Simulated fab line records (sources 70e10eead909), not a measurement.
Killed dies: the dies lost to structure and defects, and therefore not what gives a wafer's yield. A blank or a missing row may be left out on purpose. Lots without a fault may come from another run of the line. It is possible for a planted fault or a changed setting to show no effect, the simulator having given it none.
fab line records | flow nand-harc
[record] lots = 14 | wafers = 42 | last-day = 34
route steps=1302 shown A_CHANNEL_FILL_D1@494 A_DECK1_JOINT@539 A_ONON_D2@552
lots that met no fault: from a run of the same line without faults
start-h: hours from the record's first day to the start of the lot's first wafer shown | wait-h: hours from the lot's prior step to this one | " the same as in the row above | L1.1+2: one row covering several wafers at once | - no value, or no start was given | * or withheld: withheld | < > ~ a bound
route shown NAME@n: names a module that has steps shown in the file, with the first one's number in the route | usual: average and standard deviation across the fault-free wafers | same: alike in all rows | chamber/n: place in a boat | sites: each site's reading | _std_site: standard deviation across them | _edge_site: mean of outer sites minus mean of inner sites | radius-mm: for every site, how far away it sits from the centre of the wafer | mask NAME#n: copy n | behind: the most recent tool/chamber to have shaped the wafer | hold: the reason the lot was held/the length of the hold in hours/how it ended | device: whichever transistor did not switch (one of n, p or np) | end of line: tests of these same wafers at the route's end | a step without rows: its recipe alone | killed: dies lost to structure and defects at the first sort, not the wafer's yield | map: per-die view of a wafer (x killed, . not killed, _ where there is no die)
set.NAME: setting as actually run; set.NAME@STEP: the setting as run at that earlier step | model.NAME: the simulator's own value behind a step, which no gauge read
the route's steps for a sample of lots (tables are steps, rows are wafers)
services: when a tool's chamber went out of use (start-h, in hours from the record's first day, below 0 if earlier), for how many hours, and the reason
[[steps]]
[step NHARC_A_CHANNEL_FILL_D1_ALD_14]
[recipe] target-thk-a = 25 | pulse-time-s = 10 | ald-cycles = 25 | temp-c = 300 | material = SiO2
[usual] heater-power-w = 469/59 | precursor-pulse-height-rel = 1.003/0.019
lot.wafer | tool      | chamber | start-h | wait-h | heater-power-w | precursor-pulse-height-rel | since-wet-clean-h
L746.3    | ald-hk-02 | 3       | 198.88  | 0.1    | 516            | 0.992                      | 14
L746.2    | "         | 0       | "       | "      | 422            | 1.044                      | 15
L746.6    | "         | 2       | "       | "      | 585            | 1.006                      | -
L747.2    | ald-hk-02 | 1       | 216.90  | 0.0    | 443            | 1.043                      | 33
L747.1    | "         | 3       | "       | "      | 530            | 1.000                      | 33
L747.3    | "         | 0       | "       | "      | 419            | 1.028                      | 33
L748.4    | ald-hk-04 | 3       | 238.63  | 0.0    | 486            | 0.969                      | 153
L748.1    | "         | 1       | "       | "      | 428            | 1.008                      | 153
L748.5    | "         | 0       | "       | "      | 472            | 1.002                      | -
L756.4    | ald-hk-04 | 3       | 300.42  | 0.0    | 493            | 0.986                      | 36
L756.3    | "         | 0       | "       | "      | 495            | 0.998                      | 36
L756.5    | "         | 3       | "       | "      | 488            | 1.001                      | -
L755.2    | ald-hk-03 | 1       | 300.49  | 0.1    | 485            | 1.007                      | 78
L755.5    | "         | 3       | "       | "      | 489            | 0.984                      | -
L755.6    | "         | 0       | "       | "      | 385            | 1.023                      | -
L758.1    | ald-hk-04 | 1       | 346.22  | 0.0    | 444            | 1.021                      | 81
L758.3    | "         | 0       | "       | "      | 486            | 1.027                      | 82
L758.5    | "         | 2       | "       | "      | 389            | 1.023                      | -
L760.2    | ald-hk-02 | 3       | 351.44  | 0.0    | 528            | 0.978                      | 167
L760.4    | "         | 0       | "       | "      | 430            | 1.032                      | 167
L760.3    | "         | 1       | "       | "      | 446            | 1.000                      | 167
L761.1    | ald-hk-02 | 3       | 362.48  | 0.9    | 486            | 0.971                      | 0
L761.2    | "         | 0       | "       | "      | 419            | 1.025                      | 0
L761.6    | "         | 2       | "       | "      | 619            | 0.993                      | -
L762.4    | ald-hk-04 | 0       | 372.23  | 0.1    | 518            | 0.988                      | 107
L762.2    | "         | 2       | "       | "      | 402            | 1.021                      | 108
L762.5    | "         | 3       | "       | "      | 484            | 0.984                      | -
L764.3    | ald-hk-02 | 0       | 388.96  | 0.1    | 409            | 1.018                      | 27
L764.4    | "         | 1       | "       | "      | 440            | 0.990                      | 27
L764.5    | "         | 0       | "       | "      | 417            | 1.024                      | -
L765.4    | ald-hk-04 | 3       | 388.96  | 0.1    | 499            | 1.017                      | 124
L765.1    | "         | 0       | "       | "      | 494            | 0.979                      | 124
L765.3    | "         | 1       | "       | "      | 444            | 0.970                      | 124
L766.4    | ald-hk-02 | 3       | 414.39  | 0.2    | 488            | 0.978                      | 52
L766.6    | "         | 0       | "       | "      | 415            | 1.013                      | -
L766.5    | "         | 1       | "       | "      | 440            | 1.005                      | -
L767.2    | ald-hk-02 | 3       | 414.54  | 0.3    | 494            | 0.994                      | 52
L767.1    | "         | 1       | "       | "      | 441            | 1.016                      | 52
L767.5    | "         | 2       | "       | "      | 628            | 0.983                      | -
L768.2    | ald-hk-04 | 3       | 421.66  | 1.4    | 500            | 1.015                      | 157
L768.4    | "         | 0       | "       | "      | 485            | 0.990                      | 157
L768.6    | "         | 3       | "       | "      | 484            | 1.045                      | -
[step NHARC_A_DECK1_JOINT_CMP_02]
[recipe] material = SiOx
[usual] edge-zone-pressure-frac = 1.000/0.0054 | motor-current-A = 11.5/0.9
lot.wafer | tool   | chamber | start-h | wait-h | edge-zone-pressure-frac | motor-current-A
L746.2    | cmp-04 | 2       | 273.20  | 0.4    | 0.996                   | 10.7
L746.3    | "      | 1       | "       | "      | 0.999                   | 13.2
L746.6    | "      | 3       | "       | "      | 0.999                   | 12.1
L747.2    | cmp-02 | 3       | 296.10  | 0.4    | 1.005                   | 11.5
L747.3    | "      | 0       | "       | "      | 1.000                   | 12.1
L747.1    | "      | 2       | "       | "      | 0.999                   | 12.4
L748.1    | cmp-04 | 2       | 316.86  | 0.4    | 0.989                   | 10.9
L748.4    | "      | 3       | "       | "      | 1.005                   | 11.2
L748.5    | "      | 1       | "       | "      | 1.010                   | 12.6
L755.2    | cmp-02 | 0       | 374.69  | 0.4    | -                       | -
L755.6    | "      | 0       | "       | "      | -                       | -
L755.5    | "      | 1       | "       | "      | -                       | -
L756.4    | cmp-03 | 2       | 374.69  | 0.4    | -                       | -
L756.3    | "      | 3       | "       | "      | -                       | -
L756.5    | "      | 3       | "       | "      | -                       | -
L758.3    | cmp-03 | 2       | 418.66  | 0.4    | 1.012                   | 11.1
L758.1    | "      | 3       | "       | "      | 1.004                   | 10.3
L758.5    | "      | 3       | "       | "      | 1.000                   | 10.8
L760.2    | cmp-02 | 0       | 425.22  | 0.4    | 0.995                   | 12.9
L760.3    | "      | 1       | "       | "      | 0.994                   | 12.7
L760.4    | "      | 3       | "       | "      | 0.997                   | 11.0
L761.2    | cmp-03 | 0       | 439.75  | 0.4    | 1.003                   | 12.1
L761.1    | "      | 2       | "       | "      | 1.004                   | 11.0
L761.6    | "      | 0       | "       | "      | 1.000                   | 12.0
L762.2    | cmp-03 | 0       | 448.85  | 0.4    | 0.998                   | 11.1
L762.4    | "      | 2       | "       | "      | 1.006                   | 11.3
L762.5    | "      | 1       | "       | "      | 1.000                   | 11.2
L765.3    | cmp-04 | 0       | 462.42  | 0.4    | 0.995                   | 9.1
L765.1    | "      | 1       | "       | "      | 1.014                   | 12.5
L765.4    | "      | 2       | "       | "      | 0.997                   | 11.2
L764.4    | cmp-03 | 0       | 462.48  | 0.4    | 0.991                   | 11.7
L764.3    | "      | 1       | "       | "      | 1.004                   | 11.1
L764.5    | "      | 2       | "       | "      | 0.997                   | 10.9
L766.4    | cmp-03 | 0       | 489.13  | 0.4    | 0.999                   | 11.6
L766.6    | "      | 0       | "       | "      | 1.006                   | 11.6
L766.5    | "      | 1       | "       | "      | 1.011                   | 11.5
L767.2    | cmp-02 | 0       | 489.15  | 0.4    | 1.000                   | 12.5
L767.1    | "      | 2       | "       | "      | 1.004                   | 11.7
L767.5    | "      | 3       | "       | "      | 1.000                   | 11.4
L768.4    | cmp-03 | 2       | 512.22  | 0.4    | 1.000                   | 11.4
L768.2    | "      | 0       | "       | "      | 1.006                   | 12.2
L768.6    | "      | 2       | "       | "      | 0.992                   | 11.7
[step NHARC_A_ONON_D2_THK_MEAS_11]
[recipe] thk-meas-gauge = ellipsometry
[usual] thk-nm = 1000/12
lot.wafer | tool          | chamber | start-h | wait-h | thk-nm
L746.2    | film-metro-02 | -       | 276.18  | -      | 1008
L746.3    | "             | -       | "       | "      | 1009
L746.6    | "             | -       | "       | "      | 1008
L747.1    | film-metro-02 | -       | 299.10  | -      | 1014
L747.2    | "             | -       | "       | "      | 1016
L747.3    | "             | -       | "       | "      | 1015
L748.1    | film-metro-01 | -       | 319.81  | -      | 1000
L748.4    | "             | -       | "       | "      | 1002
L748.5    | "             | -       | "       | "      | 1003
L758.1    | film-metro-01 | -       | 421.66  | -      | 1010
L758.3    | "             | -       | "       | "      | 1011
L758.5    | "             | -       | "       | "      | 1011
L760.2    | film-metro-02 | -       | 428.21  | -      | 1001
L760.3    | "             | -       | "       | "      | 1002
L760.4    | "             | -       | "       | "      | 1002
L761.1    | film-metro-02 | -       | 442.71  | -      | 1007
L761.2    | "             | -       | "       | "      | 1007
L761.6    | "             | -       | "       | "      | 1006
L762.2    | film-metro-02 | -       | 451.84  | -      | 1020
L762.4    | "             | -       | "       | "      | 1019
L762.5    | "             | -       | "       | "      | 1021
L765.1    | film-metro-02 | -       | 465.42  | -      | 985
L765.3    | "             | -       | "       | "      | 983
L765.4    | "             | -       | "       | "      | 983
L764.3    | film-metro-01 | -       | 465.50  | -      | 1014
L764.4    | "             | -       | "       | "      | 1012
L764.5    | "             | -       | "       | "      | 1013
L767.1    | film-metro-02 | -       | 492.11  | -      | 999
L767.2    | "             | -       | "       | "      | 1000
L767.5    | "             | -       | "       | "      | 998
L766.4    | film-metro-01 | -       | 492.15  | -      | 984
L766.5    | "             | -       | "       | "      | 985
L766.6    | "             | -       | "       | "      | 984
L768.2    | film-metro-01 | -       | 515.31  | -      | 996
L768.4    | "             | -       | "       | "      | 997
L768.6    | "             | -       | "       | "      | 996
[step NHARC_A_ONON_D2_THK_MEAS_27]
[recipe] thk-meas-gauge = ellipsometry
[usual] thk-nm = 999/11
lot.wafer | tool          | chamber | start-h | wait-h | thk-nm
L746.2    | film-metro-02 | -       | 285.84  | -      | 990
L746.3    | "             | -       | "       | "      | 989
L746.6    | "             | -       | "       | "      | 990
L747.1    | film-metro-01 | -       | 310.16  | -      | 995
L747.2    | "             | -       | "       | "      | 996
L747.3    | "             | -       | "       | "      | 995
L748.1    | film-metro-01 | -       | 329.53  | -      | 996
L748.4    | "             | -       | "       | "      | 999
L748.5    | "             | -       | "       | "      | 996
L758.1    | film-metro-01 | -       | 432.31  | -      | 1002
L758.3    | "             | -       | "       | "      | 1001
L758.5    | "             | -       | "       | "      | 1002
L760.2    | film-metro-01 | -       | 438.18  | -      | 1004
L760.3    | "             | -       | "       | "      | 1003
L760.4    | "             | -       | "       | "      | 1003
L761.1    | film-metro-02 | -       | 452.36  | -      | 1026
L761.2    | "             | -       | "       | "      | 1025
L761.6    | "             | -       | "       | "      | 1026
L762.2    | film-metro-02 | -       | 461.89  | -      | 989
L762.4    | "             | -       | "       | "      | 990
L762.5    | "             | -       | "       | "      | 989
L764.3    | film-metro-02 | -       | 472.44  | -      | 983
L764.4    | "             | -       | "       | "      | 985
L764.5    | "             | -       | "       | "      | 983
L765.1    | film-metro-01 | -       | 472.44  | -      | 998
L765.3    | "             | -       | "       | "      | 1000
L765.4    | "             | -       | "       | "      | 999
L766.4    | film-metro-02 | -       | 501.86  | -      | 1008
L766.5    | "             | -       | "       | "      | 1007
L766.6    | "             | -       | "       | "      | 1009
L767.1    | film-metro-01 | -       | 501.87  | -      | 1002
L767.2    | "             | -       | "       | "      | 1005
L767.5    | "             | -       | "       | "      | 1004
L768.2    | film-metro-02 | -       | 525.14  | -      | 1022
L768.4    | "             | -       | "       | "      | 1020
L768.6    | "             | -       | "       | "      | 1019
[[services]]
tool      | chamber | start-h | hours | kind
ald-hk-02 | -       | 185.54  | 1.1   | repair
ald-hk-02 | -       | 211.96  | 1.4   | repair
cmp-02    | -       | 214.79  | 2.6   | repair
cmp-02    | -       | 234.97  | 4.0   | pm
cmp-03    | -       | 236.16  | 0.3   | repair
ald-hk-02 | -       | 243.17  | 2.5   | repair
cmp-02    | -       | 253.22  | 3.5   | repair
ald-hk-04 | -       | 254.80  | 10.0  | pm
cmp-03    | -       | 260.47  | 4.0   | pm
cmp-03    | -       | 278.88  | 0.9   | repair
cmp-02    | -       | 332.97  | 4.0   | pm
cmp-03    | -       | 342.52  | 6.0   | repair
cmp-03    | -       | 351.78  | 2.2   | repair
ald-hk-04 | -       | 351.85  | 1.2   | repair
ald-hk-02 | -       | 352.44  | 10.0  | pm
cmp-03    | -       | 358.47  | 4.0   | pm
cmp-02    | -       | 406.10  | 1.1   | repair
cmp-03    | -       | 412.15  | 2.4   | repair
ald-hk-04 | -       | 418.72  | 2.9   | repair
cmp-03    | -       | 428.62  | 3.0   | repair
cmp-02    | -       | 429.71  | 0.2   | repair
cmp-02    | -       | 430.97  | 4.0   | pm
ald-hk-04 | -       | 432.80  | 10.0  | pm
cmp-03    | -       | 456.47  | 4.0   | pm
[[key]]
[first-sign] step = NHARC_A_DECK1_JOINT_CMP_02 | reading = tool-record | direction = missing
effect none on later readings
met-at NHARC_A_DECK1_JOINT_CMP_02
struck-lots L755,L756
later-rows-left-out L755.2,L755.5,L755.6,L756.3,L756.4,L756.5
sort-left-out L755.2,L755.5,L755.6,L756.3,L756.4,L756.5
tester-left-out L755,L756
not-acting-at NHARC_A_CHANNEL_FILL_D1_ALD_14,NHARC_A_ONON_D2_THK_MEAS_11,NHARC_A_ONON_D2_THK_MEAS_27
onset-between 296.10 374.69
[fault] kind = skipped-step-whole | tool = cmp-02,cmp-03 | chamber = - | onset-h = 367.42 | steps = NHARC_A_DECK1_JOINT_CMP_02 | scope = struck-lots-only
// tester-left-out: of these lots the tester's yield and bins aren't shown, on N5 and GAA mostly nor the transistor test; their killed dies are dies lost to structure and defects alone, not to doping, threshold or leakage, so they don't give the yield
// sort-left-out: the simulated sort isn't trusted on such a fault, so these wafers' sort isn't shown, and their yield isn't known
// later-rows-left-out: the simulator's readings of these wafers behind a module that went badly wrong aren't trusted and aren't shown, but for the sort
